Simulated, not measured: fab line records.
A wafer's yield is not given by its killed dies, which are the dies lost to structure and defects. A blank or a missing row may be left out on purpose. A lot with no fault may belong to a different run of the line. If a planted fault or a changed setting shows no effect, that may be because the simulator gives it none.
fab line records / flow nandHarc
[record] lots = 14 wafers = 42 lastDay = 32
route steps=1302 shown A_ZERO_WELL@411 A_SOURCE_PLATE@423 A_ONON_D1@427 END@1302
lots with no fault: from the same line, run without faults
startH: start of the lot's first displayed wafer, in hours after the record's first day / waitH: hours since the lot's step before / " repeats the value in the row above / L1.1+2: one row covering several wafers at once / - no value, or no start given / * or withheld: withheld / < > ~ a bound
route shown NAME@n: names a module that has steps shown in the file, with the first one's number in the route / usual: the fault-free wafers' mean and standard deviation / same: alike in all rows / chamber/n: place in a boat / sites: per-site readings / _std_site: the values' standard deviation / _edge_site: inner sites' mean taken away from outer sites' mean / radiusMm: for every site, how far away it sits from the centre of the wafer / mask NAME#n: copy n / behind: tool/chamber where the wafer was last shaped / hold: what put the lot on hold/how long, in hours/how the hold closed / device: names the non-switching transistor (n, p or np) / end of line: the route-end tests of the same wafers / step lacking rows: just its recipe / killed: count of dies lost to structure and defects at first sort (not the wafer's yield) / map: a wafer's dies, x killed, . not, _ none there
set.NAME: the setting that was run; set.NAME@STEP: the one run at that earlier step / model.NAME: the simulator's own value behind a step, which no gauge read
a sample of lots followed through the steps of the route, with each step as a table and each wafer as a row
services: when a tool's chamber went out of use (startH, in hours from the record's first day, below 0 if earlier), for how many hours, and the reason
[[steps]]
[step NHARC_A_ZERO_WELL_RTA_16]
[recipe] tempC = 1000 timeS = 10
[usual] lampPowerPct = 28.1/1.6 lamp_zone_5_pct = 28.1/1.6 wafer_temp_C_max = 1002.8/0.7
lot.wafer=L566.3 tool=rtpAnneal-01 chamber=0 startH=144.84 waitH=- lampPowerPct=29.6 lamp_zone_5_pct=29.6 wafer_temp_C_max=1002.4
lot.wafer=L566.4 tool=rtpAnneal-01 chamber=0 startH=144.84 waitH=- lampPowerPct=29.6 lamp_zone_5_pct=29.6 wafer_temp_C_max=1003.3
lot.wafer=L566.6 tool=rtpAnneal-01 chamber=0 startH=144.84 waitH=- lampPowerPct=29.5 lamp_zone_5_pct=29.6 wafer_temp_C_max=1002.2
lot.wafer=L565.3 tool=rtpAnneal-02 chamber=0 startH=146.20 waitH=- lampPowerPct=26.3 lamp_zone_5_pct=26.3 wafer_temp_C_max=1003.6
lot.wafer=L565.4 tool=rtpAnneal-02 chamber=0 startH=146.20 waitH=- lampPowerPct=26.3 lamp_zone_5_pct=26.3 wafer_temp_C_max=1002.7
lot.wafer=L565.5 tool=rtpAnneal-02 chamber=0 startH=146.20 waitH=- lampPowerPct=26.3 lamp_zone_5_pct=26.3 wafer_temp_C_max=1003.5
lot.wafer=L567.1 tool=rtpAnneal-02 chamber=0 startH=159.22 waitH=- lampPowerPct=26.3 lamp_zone_5_pct=26.4 wafer_temp_C_max=1001.8
lot.wafer=L567.2 tool=rtpAnneal-02 chamber=0 startH=159.22 waitH=- lampPowerPct=26.3 lamp_zone_5_pct=26.4 wafer_temp_C_max=1002.8
lot.wafer=L567.5 tool=rtpAnneal-02 chamber=0 startH=159.22 waitH=- lampPowerPct=26.3 lamp_zone_5_pct=26.3 wafer_temp_C_max=1002.9
lot.wafer=L570.1 tool=rtpAnneal-01 chamber=0 startH=192.76 waitH=- lampPowerPct=29.6 lamp_zone_5_pct=29.6 wafer_temp_C_max=1001.6
lot.wafer=L570.3 tool=rtpAnneal-01 chamber=0 startH=192.76 waitH=- lampPowerPct=29.6 lamp_zone_5_pct=29.6 wafer_temp_C_max=1002.2
lot.wafer=L570.4 tool=rtpAnneal-01 chamber=0 startH=192.76 waitH=- lampPowerPct=29.6 lamp_zone_5_pct=29.5 wafer_temp_C_max=1002.8
lot.wafer=L571.1 tool=rtpAnneal-02 chamber=0 startH=205.48 waitH=0.1 lampPowerPct=26.3 lamp_zone_5_pct=26.3 wafer_temp_C_max=1002.3
lot.wafer=L571.2 tool=rtpAnneal-02 chamber=0 startH=205.48 waitH=0.1 lampPowerPct=26.3 lamp_zone_5_pct=26.3 wafer_temp_C_max=1002.5
lot.wafer=L571.4 tool=rtpAnneal-02 chamber=0 startH=205.48 waitH=0.1 lampPowerPct=26.3 lamp_zone_5_pct=26.3 wafer_temp_C_max=1002.2
lot.wafer=L572.2 tool=rtpAnneal-01 chamber=0 startH=214.22 waitH=0.1 lampPowerPct=29.5 lamp_zone_5_pct=29.5 wafer_temp_C_max=1002.2
lot.wafer=L572.3 tool=rtpAnneal-01 chamber=0 startH=214.22 waitH=0.1 lampPowerPct=29.5 lamp_zone_5_pct=29.6 wafer_temp_C_max=1003.1
lot.wafer=L572.6 tool=rtpAnneal-01 chamber=0 startH=214.22 waitH=0.1 lampPowerPct=29.5 lamp_zone_5_pct=29.5 wafer_temp_C_max=1002.6
lot.wafer=L573.2 tool=rtpAnneal-02 chamber=0 startH=223.94 waitH=- lampPowerPct=26.3 lamp_zone_5_pct=26.3 wafer_temp_C_max=1003.5
lot.wafer=L573.3 tool=rtpAnneal-02 chamber=0 startH=223.94 waitH=- lampPowerPct=26.3 lamp_zone_5_pct=26.4 wafer_temp_C_max=1002.7
lot.wafer=L573.5 tool=rtpAnneal-02 chamber=0 startH=223.94 waitH=- lampPowerPct=26.3 lamp_zone_5_pct=26.3 wafer_temp_C_max=1002.3
lot.wafer=L575.2 tool=rtpAnneal-02 chamber=0 startH=237.94 waitH=- lampPowerPct=26.3 lamp_zone_5_pct=26.3 wafer_temp_C_max=1003.4
lot.wafer=L575.3 tool=rtpAnneal-02 chamber=0 startH=237.94 waitH=- lampPowerPct=26.3 lamp_zone_5_pct=26.3 wafer_temp_C_max=1002.1
lot.wafer=L575.5 tool=rtpAnneal-02 chamber=0 startH=237.94 waitH=- lampPowerPct=26.3 lamp_zone_5_pct=26.3 wafer_temp_C_max=1002.8
lot.wafer=L576.2 tool=rtpAnneal-02 chamber=0 startH=251.98 waitH=- lampPowerPct=26.3 lamp_zone_5_pct=26.3 wafer_temp_C_max=1002.3
lot.wafer=L576.5 tool=rtpAnneal-02 chamber=0 startH=251.98 waitH=- lampPowerPct=26.3 lamp_zone_5_pct=26.3 wafer_temp_C_max=1003.2
lot.wafer=L576.6 tool=rtpAnneal-02 chamber=0 startH=251.98 waitH=- lampPowerPct=26.3 lamp_zone_5_pct=26.3 wafer_temp_C_max=1002.7
lot.wafer=L577.1 tool=rtpAnneal-01 chamber=0 startH=263.28 waitH=- lampPowerPct=29.6 lamp_zone_5_pct=29.6 wafer_temp_C_max=1005.2
lot.wafer=L577.2 tool=rtpAnneal-01 chamber=0 startH=263.28 waitH=- lampPowerPct=29.6 lamp_zone_5_pct=29.6 wafer_temp_C_max=1003.5
lot.wafer=L577.6 tool=rtpAnneal-01 chamber=0 startH=263.28 waitH=- lampPowerPct=29.5 lamp_zone_5_pct=29.5 wafer_temp_C_max=1003.2
lot.wafer=L578.1 tool=rtpAnneal-02 chamber=0 startH=266.27 waitH=- lampPowerPct=26.3 lamp_zone_5_pct=26.3 wafer_temp_C_max=1002.8
lot.wafer=L578.4 tool=rtpAnneal-02 chamber=0 startH=266.27 waitH=- lampPowerPct=26.3 lamp_zone_5_pct=26.3 wafer_temp_C_max=1002.4
lot.wafer=L578.5 tool=rtpAnneal-02 chamber=0 startH=266.27 waitH=- lampPowerPct=26.3 lamp_zone_5_pct=26.3 wafer_temp_C_max=1001.1
lot.wafer=L582.1 tool=rtpAnneal-01 chamber=0 startH=314.13 waitH=- lampPowerPct=29.6 lamp_zone_5_pct=29.5 wafer_temp_C_max=1003.0
lot.wafer=L582.5 tool=rtpAnneal-01 chamber=0 startH=314.13 waitH=- lampPowerPct=29.5 lamp_zone_5_pct=29.6 wafer_temp_C_max=1003.4
lot.wafer=L582.6 tool=rtpAnneal-01 chamber=0 startH=314.13 waitH=- lampPowerPct=29.5 lamp_zone_5_pct=29.6 wafer_temp_C_max=1003.2
lot.wafer=L583.2 tool=rtpAnneal-01 chamber=0 startH=319.68 waitH=- lampPowerPct=29.6 lamp_zone_5_pct=29.5 wafer_temp_C_max=1003.3
lot.wafer=L583.5 tool=rtpAnneal-01 chamber=0 startH=319.68 waitH=- lampPowerPct=29.6 lamp_zone_5_pct=29.6 wafer_temp_C_max=1003.0
lot.wafer=L583.6 tool=rtpAnneal-01 chamber=0 startH=319.68 waitH=- lampPowerPct=29.5 lamp_zone_5_pct=29.6 wafer_temp_C_max=1002.0
lot.wafer=L585.2 tool=rtpAnneal-02 chamber=0 startH=347.57 waitH=0.1 lampPowerPct=26.3 lamp_zone_5_pct=26.3 wafer_temp_C_max=1002.5
lot.wafer=L585.5 tool=rtpAnneal-02 chamber=0 startH=347.57 waitH=0.1 lampPowerPct=26.3 lamp_zone_5_pct=26.4 wafer_temp_C_max=1003.1
lot.wafer=L585.6 tool=rtpAnneal-02 chamber=0 startH=347.57 waitH=0.1 lampPowerPct=26.4 lamp_zone_5_pct=26.3 wafer_temp_C_max=1001.8
[step NHARC_A_SOURCE_PLATE_INSPECT_08]
[usual] rawDefectCount = 58/22
lot.wafer=L566.3 tool=defectInspect-02 chamber=- startH=165.43 waitH=0.0 rawDefectCount=57
lot.wafer=L566.4 tool=defectInspect-02 chamber=- startH=165.43 waitH=0.0 rawDefectCount=53
lot.wafer=L566.6 tool=defectInspect-02 chamber=- startH=165.43 waitH=0.0 rawDefectCount=38
lot.wafer=L565.3 tool=defectInspect-02 chamber=- startH=165.43 waitH=0.0 rawDefectCount=61
lot.wafer=L565.4 tool=defectInspect-02 chamber=- startH=165.43 waitH=0.0 rawDefectCount=38
lot.wafer=L565.5 tool=defectInspect-02 chamber=- startH=165.43 waitH=0.0 rawDefectCount=83
lot.wafer=L567.1 tool=defectInspect-02 chamber=- startH=180.06 waitH=0.0 rawDefectCount=117
lot.wafer=L567.2 tool=defectInspect-02 chamber=- startH=180.06 waitH=0.0 rawDefectCount=49
lot.wafer=L567.5 tool=defectInspect-02 chamber=- startH=180.06 waitH=0.0 rawDefectCount=70
lot.wafer=L570.1 tool=defectInspect-01 chamber=- startH=218.43 waitH=0.0 rawDefectCount=62
lot.wafer=L570.3 tool=defectInspect-01 chamber=- startH=218.43 waitH=0.0 rawDefectCount=43
lot.wafer=L570.4 tool=defectInspect-01 chamber=- startH=218.43 waitH=0.0 rawDefectCount=48
lot.wafer=L571.1 tool=defectInspect-01 chamber=- startH=225.63 waitH=0.0 rawDefectCount=41
lot.wafer=L571.2 tool=defectInspect-01 chamber=- startH=225.63 waitH=0.0 rawDefectCount=61
lot.wafer=L571.4 tool=defectInspect-01 chamber=- startH=225.63 waitH=0.0 rawDefectCount=57
lot.wafer=L572.2 tool=defectInspect-02 chamber=- startH=235.48 waitH=0.0 rawDefectCount=71
lot.wafer=L572.3 tool=defectInspect-02 chamber=- startH=235.48 waitH=0.0 rawDefectCount=40
lot.wafer=L572.6 tool=defectInspect-02 chamber=- startH=235.48 waitH=0.0 rawDefectCount=75
lot.wafer=L573.2 tool=defectInspect-01 chamber=- startH=245.24 waitH=0.0 rawDefectCount=91
lot.wafer=L573.3 tool=defectInspect-01 chamber=- startH=245.24 waitH=0.0 rawDefectCount=92
lot.wafer=L573.5 tool=defectInspect-01 chamber=- startH=245.24 waitH=0.0 rawDefectCount=88
lot.wafer=L575.2 tool=defectInspect-01 chamber=- startH=262.65 waitH=0.0 rawDefectCount=70
lot.wafer=L575.3 tool=defectInspect-01 chamber=- startH=262.65 waitH=0.0 rawDefectCount=76
lot.wafer=L575.5 tool=defectInspect-01 chamber=- startH=262.65 waitH=0.0 rawDefectCount=38
lot.wafer=L576.2 tool=defectInspect-02 chamber=- startH=273.24 waitH=0.0 rawDefectCount=47
lot.wafer=L576.5 tool=defectInspect-02 chamber=- startH=273.24 waitH=0.0 rawDefectCount=42
lot.wafer=L576.6 tool=defectInspect-02 chamber=- startH=273.24 waitH=0.0 rawDefectCount=72
lot.wafer=L577.1 tool=defectInspect-02 chamber=- startH=283.76 waitH=0.0 rawDefectCount=83
lot.wafer=L577.2 tool=defectInspect-02 chamber=- startH=283.76 waitH=0.0 rawDefectCount=45
lot.wafer=L577.6 tool=defectInspect-02 chamber=- startH=283.76 waitH=0.0 rawDefectCount=33
lot.wafer=L578.1 tool=defectInspect-01 chamber=- startH=283.76 waitH=0.0 rawDefectCount=46
lot.wafer=L578.4 tool=defectInspect-01 chamber=- startH=283.76 waitH=0.0 rawDefectCount=27
lot.wafer=L578.5 tool=defectInspect-01 chamber=- startH=283.76 waitH=0.0 rawDefectCount=26
lot.wafer=L582.1 tool=defectInspect-02 chamber=- startH=334.80 waitH=0.0 rawDefectCount=75
lot.wafer=L582.5 tool=defectInspect-02 chamber=- startH=334.80 waitH=0.0 rawDefectCount=93
lot.wafer=L582.6 tool=defectInspect-02 chamber=- startH=334.80 waitH=0.0 rawDefectCount=57
lot.wafer=L583.2 tool=defectInspect-02 chamber=- startH=340.92 waitH=0.0 rawDefectCount=41
lot.wafer=L583.5 tool=defectInspect-02 chamber=- startH=340.92 waitH=0.0 rawDefectCount=34
lot.wafer=L583.6 tool=defectInspect-02 chamber=- startH=340.92 waitH=0.0 rawDefectCount=35
lot.wafer=L585.2 tool=defectInspect-02 chamber=- startH=368.81 waitH=0.0 rawDefectCount=55
lot.wafer=L585.5 tool=defectInspect-02 chamber=- startH=368.81 waitH=0.0 rawDefectCount=44
lot.wafer=L585.6 tool=defectInspect-02 chamber=- startH=368.81 waitH=0.0 rawDefectCount=88
[step NHARC_A_ONON_D1_THK_MEAS_05]
[recipe] thkMeasGauge = ellipsometry
[usual] thkNm = 999/11
lot.wafer=L566.3 tool=filmMetro-02 chamber=- startH=166.57 waitH=- thkNm=1003
lot.wafer=L566.4 tool=filmMetro-02 chamber=- startH=166.57 waitH=- thkNm=1003
lot.wafer=L566.6 tool=filmMetro-02 chamber=- startH=166.57 waitH=- thkNm=1003
lot.wafer=L565.3 tool=filmMetro-02 chamber=- startH=166.87 waitH=- thkNm=1014
lot.wafer=L565.4 tool=filmMetro-02 chamber=- startH=166.87 waitH=- thkNm=1016
lot.wafer=L565.5 tool=filmMetro-02 chamber=- startH=166.87 waitH=- thkNm=1014
lot.wafer=L567.1 tool=filmMetro-02 chamber=- startH=181.19 waitH=- thkNm=976
lot.wafer=L567.2 tool=filmMetro-02 chamber=- startH=181.19 waitH=- thkNm=974
lot.wafer=L567.5 tool=filmMetro-02 chamber=- startH=181.19 waitH=- thkNm=975
lot.wafer=L570.1 tool=filmMetro-02 chamber=- startH=219.58 waitH=- thkNm=996
lot.wafer=L570.3 tool=filmMetro-02 chamber=- startH=219.58 waitH=- thkNm=996
lot.wafer=L570.4 tool=filmMetro-02 chamber=- startH=219.58 waitH=- thkNm=997
lot.wafer=L571.1 tool=filmMetro-01 chamber=- startH=226.78 waitH=- thkNm=1008
lot.wafer=L571.2 tool=filmMetro-01 chamber=- startH=226.78 waitH=- thkNm=1007
lot.wafer=L571.4 tool=filmMetro-01 chamber=- startH=226.78 waitH=- thkNm=1007
lot.wafer=L572.2 tool=filmMetro-01 chamber=- startH=236.62 waitH=- thkNm=1009
lot.wafer=L572.3 tool=filmMetro-01 chamber=- startH=236.62 waitH=- thkNm=1012
lot.wafer=L572.6 tool=filmMetro-01 chamber=- startH=236.62 waitH=- thkNm=1009
lot.wafer=L573.2 tool=filmMetro-02 chamber=- startH=246.39 waitH=- thkNm=1001
lot.wafer=L573.3 tool=filmMetro-02 chamber=- startH=246.39 waitH=- thkNm=1000
lot.wafer=L573.5 tool=filmMetro-02 chamber=- startH=246.39 waitH=- thkNm=1000
lot.wafer=L575.2 tool=filmMetro-02 chamber=- startH=263.80 waitH=- thkNm=977
lot.wafer=L575.3 tool=filmMetro-02 chamber=- startH=263.80 waitH=- thkNm=977
lot.wafer=L575.5 tool=filmMetro-02 chamber=- startH=263.80 waitH=- thkNm=976
lot.wafer=L576.2 tool=filmMetro-01 chamber=- startH=274.38 waitH=- thkNm=983
lot.wafer=L576.5 tool=filmMetro-01 chamber=- startH=274.38 waitH=- thkNm=982
lot.wafer=L576.6 tool=filmMetro-01 chamber=- startH=274.38 waitH=- thkNm=980
lot.wafer=L577.1 tool=filmMetro-02 chamber=- startH=284.90 waitH=- thkNm=1007
lot.wafer=L577.2 tool=filmMetro-02 chamber=- startH=284.90 waitH=- thkNm=1006
lot.wafer=L577.6 tool=filmMetro-02 chamber=- startH=284.90 waitH=- thkNm=1006
lot.wafer=L578.1 tool=filmMetro-01 chamber=- startH=284.91 waitH=- thkNm=993
lot.wafer=L578.4 tool=filmMetro-01 chamber=- startH=284.91 waitH=- thkNm=996
lot.wafer=L578.5 tool=filmMetro-01 chamber=- startH=284.91 waitH=- thkNm=993
lot.wafer=L582.1 tool=filmMetro-02 chamber=- startH=335.95 waitH=- thkNm=1008
lot.wafer=L582.5 tool=filmMetro-02 chamber=- startH=335.95 waitH=- thkNm=1009
lot.wafer=L582.6 tool=filmMetro-02 chamber=- startH=335.95 waitH=- thkNm=1009
lot.wafer=L583.2 tool=filmMetro-02 chamber=- startH=342.07 waitH=- thkNm=1009
lot.wafer=L583.5 tool=filmMetro-02 chamber=- startH=342.07 waitH=- thkNm=1011
lot.wafer=L583.6 tool=filmMetro-02 chamber=- startH=342.07 waitH=- thkNm=1012
lot.wafer=L585.2 tool=filmMetro-02 chamber=- startH=369.98 waitH=- thkNm=996
lot.wafer=L585.5 tool=filmMetro-02 chamber=- startH=369.98 waitH=- thkNm=999
lot.wafer=L585.6 tool=filmMetro-02 chamber=- startH=369.98 waitH=- thkNm=999
[step NHARC_A_ONON_D1_DEP_06]
[recipe] targetThkA = 10000 n2FlowSccm = 2750 n2oFlowSccm = 2000 nh3FlowSccm = 500 sih4FlowSccm = 210 tempC = 400
lot.wafer=L566.3+4+6 tool=pecvdOnon-01 chamber=0 startH=166.74 waitH=0.2
lot.wafer=L565.3+4+5 tool=pecvdOnon-04 chamber=0 startH=167.04 waitH=0.2
lot.wafer=L567.1+2+5 tool=pecvdOnon-01 chamber=0 startH=181.25 waitH=0.1
lot.wafer=L570.1+3+4 tool=pecvdOnon-01 chamber=0 startH=219.63 waitH=0.1
lot.wafer=L571.1+2+4 tool=pecvdOnon-01 chamber=0 startH=226.83 waitH=0.1
lot.wafer=L572.2+3+6 tool=pecvdOnon-04 chamber=0 startH=236.74 waitH=0.1
lot.wafer=L573.2+3+5 tool=pecvdOnon-02 chamber=0 startH=246.51 waitH=0.1
lot.wafer=L575.2+3+5 tool=pecvdOnon-01 chamber=0 startH=263.91 waitH=0.1
lot.wafer=L576.2+5+6 tool=pecvdOnon-04 chamber=0 startH=274.49 waitH=0.1
lot.wafer=L577.1+2+6 tool=pecvdOnon-01 chamber=0 startH=284.96 waitH=0.1
lot.wafer=L578.1+4+5 tool=pecvdOnon-02 chamber=0 startH=284.97 waitH=0.1
lot.wafer=L582.1+5+6 tool=pecvdOnon-02 chamber=0 startH=336.01 waitH=0.1
lot.wafer=L583.2+5+6 tool=pecvdOnon-01 chamber=0 startH=342.18 waitH=0.1
lot.wafer=L585.2+5+6 tool=pecvdOnon-01 chamber=0 startH=370.09 waitH=0.1
[step NHARC_A_ONON_D1_THK_MEAS_08]
[recipe] thkMeasGauge = ellipsometry
[usual] thkNm = 997/12
lot.wafer=L566.3 tool=filmMetro-01 chamber=- startH=167.14 waitH=- thkNm=996
lot.wafer=L566.4 tool=filmMetro-01 chamber=- startH=167.14 waitH=- thkNm=999
lot.wafer=L566.6 tool=filmMetro-01 chamber=- startH=167.14 waitH=- thkNm=996
lot.wafer=L565.3 tool=filmMetro-02 chamber=- startH=167.43 waitH=- thkNm=1001
lot.wafer=L565.4 tool=filmMetro-02 chamber=- startH=167.43 waitH=- thkNm=999
lot.wafer=L565.5 tool=filmMetro-02 chamber=- startH=167.43 waitH=- thkNm=1001
lot.wafer=L567.1 tool=filmMetro-02 chamber=- startH=181.76 waitH=- thkNm=993
lot.wafer=L567.2 tool=filmMetro-02 chamber=- startH=181.76 waitH=- thkNm=991
lot.wafer=L567.5 tool=filmMetro-02 chamber=- startH=181.76 waitH=- thkNm=992
lot.wafer=L570.1 tool=filmMetro-01 chamber=- startH=220.14 waitH=- thkNm=1005
lot.wafer=L570.3 tool=filmMetro-01 chamber=- startH=220.14 waitH=- thkNm=1005
lot.wafer=L570.4 tool=filmMetro-01 chamber=- startH=220.14 waitH=- thkNm=1005
lot.wafer=L571.1 tool=filmMetro-01 chamber=- startH=227.34 waitH=- thkNm=1008
lot.wafer=L571.2 tool=filmMetro-01 chamber=- startH=227.34 waitH=- thkNm=1011
lot.wafer=L571.4 tool=filmMetro-01 chamber=- startH=227.34 waitH=- thkNm=1007
lot.wafer=L572.2 tool=filmMetro-01 chamber=- startH=237.19 waitH=- thkNm=1008
lot.wafer=L572.3 tool=filmMetro-01 chamber=- startH=237.19 waitH=- thkNm=1008
lot.wafer=L572.6 tool=filmMetro-01 chamber=- startH=237.19 waitH=- thkNm=1006
lot.wafer=L573.2 tool=filmMetro-01 chamber=- startH=246.96 waitH=- thkNm=1003
lot.wafer=L573.3 tool=filmMetro-01 chamber=- startH=246.96 waitH=- thkNm=1005
lot.wafer=L573.5 tool=filmMetro-01 chamber=- startH=246.96 waitH=- thkNm=1005
lot.wafer=L575.2 tool=filmMetro-01 chamber=- startH=264.37 waitH=- thkNm=1001
lot.wafer=L575.3 tool=filmMetro-01 chamber=- startH=264.37 waitH=- thkNm=1001
lot.wafer=L575.5 tool=filmMetro-01 chamber=- startH=264.37 waitH=- thkNm=1000
lot.wafer=L576.2 tool=filmMetro-01 chamber=- startH=274.94 waitH=- thkNm=1000
lot.wafer=L576.5 tool=filmMetro-01 chamber=- startH=274.94 waitH=- thkNm=999
lot.wafer=L576.6 tool=filmMetro-01 chamber=- startH=274.94 waitH=- thkNm=1001
lot.wafer=L577.1 tool=filmMetro-01 chamber=- startH=285.47 waitH=- thkNm=1015
lot.wafer=L577.2 tool=filmMetro-01 chamber=- startH=285.47 waitH=- thkNm=1017
lot.wafer=L577.6 tool=filmMetro-01 chamber=- startH=285.47 waitH=- thkNm=1014
lot.wafer=L578.1 tool=filmMetro-02 chamber=- startH=285.48 waitH=- thkNm=994
lot.wafer=L578.4 tool=filmMetro-02 chamber=- startH=285.48 waitH=- thkNm=996
lot.wafer=L578.5 tool=filmMetro-02 chamber=- startH=285.48 waitH=- thkNm=998
lot.wafer=L582.1 tool=filmMetro-01 chamber=- startH=336.52 waitH=- thkNm=1014
lot.wafer=L582.5 tool=filmMetro-01 chamber=- startH=336.52 waitH=- thkNm=1014
lot.wafer=L582.6 tool=filmMetro-01 chamber=- startH=336.52 waitH=- thkNm=1011
lot.wafer=L583.2 tool=filmMetro-02 chamber=- startH=342.63 waitH=- thkNm=702
lot.wafer=L583.5 tool=filmMetro-02 chamber=- startH=342.63 waitH=- thkNm=704
lot.wafer=L583.6 tool=filmMetro-02 chamber=- startH=342.63 waitH=- thkNm=702
lot.wafer=L585.2 tool=filmMetro-01 chamber=- startH=370.54 waitH=- thkNm=697
lot.wafer=L585.5 tool=filmMetro-01 chamber=- startH=370.54 waitH=- thkNm=696
lot.wafer=L585.6 tool=filmMetro-01 chamber=- startH=370.54 waitH=- thkNm=696
[step NHARC_END_SORT_01]
[recipe] tempC = 25
[usual] killedAtArray = 58/22 killedAtOther = 1.0/1.3 killedAtPeriphery = 5/3.4 killedDies = 64/22 killedOpen = 3.6/1.8 killedShort = 2.4/1.7
[same] grossDies = 677
lot.wafer=L583.2 tool=prober-01 chamber=0 startH=750.87 waitH=2.8 killedAtArray=669 killedAtOther=4 killedAtPeriphery=4 killedDies=677 killedOpen=4 killedShort=3
lot.wafer=L583.5 tool=prober-01 chamber=0 startH=753.28 waitH=3.7 killedAtArray=669 killedAtOther=0 killedAtPeriphery=8 killedDies=677 killedOpen=4 killedShort=2
lot.wafer=L583.6 tool=prober-01 chamber=0 startH=754.09 waitH=4.0 killedAtArray=673 killedAtOther=3 killedAtPeriphery=1 killedDies=677 killedOpen=1 killedShort=2
lot.wafer=L585.2 tool=prober-01 chamber=0 startH=772.10 waitH=2.8 killedAtArray=673 killedAtOther=2 killedAtPeriphery=2 killedDies=677 killedOpen=6 killedShort=6
lot.wafer=L585.5 tool=prober-01 chamber=0 startH=774.48 waitH=3.7 killedAtArray=677 killedAtOther=0 killedAtPeriphery=0 killedDies=677 killedOpen=1 killedShort=5
lot.wafer=L585.6 tool=prober-01 chamber=0 startH=775.28 waitH=4.0 killedAtArray=670 killedAtOther=0 killedAtPeriphery=7 killedDies=677 killedOpen=7 killedShort=3
// killed by level:class
L583.2 A_ONON_D1:areaDep=609 A_SLIT:chamberFilmFlake=33 A_CHANNEL_HOLE_D1:chamberFilmFlake=14 THIN_TSV:chamberFilmFlake=3 A_WL_FILL:geometricParticle:open=2 P_CONTACT:chamberFilmFlake=2 A_CHANNEL_FILL_D1:chamberFilmFlake=2 A_CONTACT:chamberFilmFlake=2
L583.5 A_ONON_D1:areaDep=612 A_SLIT:chamberFilmFlake=33 A_CHANNEL_HOLE_D1:chamberFilmFlake=10 A_STAIRCASE:chamberFilmFlake=3 A_CONTACT:chamberFilmFlake=3 P_CONTACT:geometricParticle:open=2 P_ZERO_WELL:chamberFilmFlake=2 P_CONTACT:chamberFilmFlake=2
L583.6 A_ONON_D1:areaDep=626 A_SLIT:chamberFilmFlake=22 A_CHANNEL_HOLE_D1:chamberFilmFlake=8 A_CONTACT:chamberFilmFlake=5 A_STAIRCASE:chamberFilmFlake=4 THIN_TSV:chamberFilmFlake=3 A_DECK1_JOINT:chamberFilmFlake=2 A_CHANNEL_HOLE_D1:geometricParticle:short=1
L585.2 A_ONON_D1:areaDep=585 A_SLIT:chamberFilmFlake=28 A_CHANNEL_HOLE_D2:chamberFilmFlake=18 A_CHANNEL_HOLE_D1:chamberFilmFlake=14 A_CONTACT:chamberFilmFlake=10 A_STAIRCASE:chamberFilmFlake=4 A_WL_FILL:chamberFilmFlake=3 A_CHANNEL_HOLE_D1:geometricParticle:open=2
L585.5 A_ONON_D1:areaDep=599 A_SLIT:chamberFilmFlake=29 A_CHANNEL_HOLE_D2:chamberFilmFlake=22 A_CHANNEL_HOLE_D1:chamberFilmFlake=11 A_CONTACT:chamberFilmFlake=5 A_WL_FILL:chamberFilmFlake=4 A_CHANNEL_HOLE_D2:geometricParticle:short=2 A_DECK1_JOINT:geometricParticle:open=1
L585.6 A_ONON_D1:areaDep=604 A_SLIT:chamberFilmFlake=20 A_CHANNEL_HOLE_D2:chamberFilmFlake=18 A_CHANNEL_HOLE_D1:chamberFilmFlake=13 A_WL_FILL:chamberFilmFlake=3 A_CONTACT:chamberFilmFlake=3 P_M1:geometricParticle:open=2 P_STI:geometricParticle:short=1
[[services]]
tool=pecvdOnon-04 chamber=- startH=130.57 hours=13.0 kind=pm
tool=pecvdOnon-02 chamber=- startH=185.00 hours=13.0 kind=pm
tool=pecvdOnon-01 chamber=- startH=269.00 hours=13.0 kind=pm
tool=pecvdOnon-04 chamber=- startH=311.83 hours=13.0 kind=pm
tool=pecvdOnon-02 chamber=- startH=366.00 hours=13.0 kind=pm
[[key]]
[firstSign] step = NHARC_A_ONON_D1_THK_MEAS_08 reading = thkNm direction = down sigmas = 25 usual = 997 struck = 699
[effect] step = NHARC_END_SORT_01 reading = killedAtArray direction = up sigmas = 28 usual = 58 struck = 672
[moreKillsBornAt] NHARC_A_ONON_D1_DEP_06@pecvdOnon-01 = 3635
metAt NHARC_A_ONON_D1_DEP_06
struckLots L583,L585
laterRowsLeftOut L583.2,L583.5,L583.6,L585.2,L585.5,L585.6
testerLeftOut L583,L585
notActingAt NHARC_A_ZERO_WELL_RTA_16,NHARC_A_SOURCE_PLATE_INSPECT_08,NHARC_A_ONON_D1_THK_MEAS_05
onsetBetween 284.96 342.18
alsoFits time
[fault] kind = processParameterDrift tool = pecvdOnon-01 chamber = - onsetH = 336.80 steps = NHARC_A_ONON_D1_DEP_06 channel = targetThkA offset = * shape = step endH = 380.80 actsIn = * stated = *
// testerLeftOut: of these lots the tester's yield and bins aren't shown, on N5 and GAA mostly nor the transistor test; their killed dies are dies lost to structure and defects alone, not to doping, threshold or leakage, so they don't give the yield
// laterRowsLeftOut: the simulator's readings of these wafers behind a module that went badly wrong aren't trusted and aren't shown, but for the sort
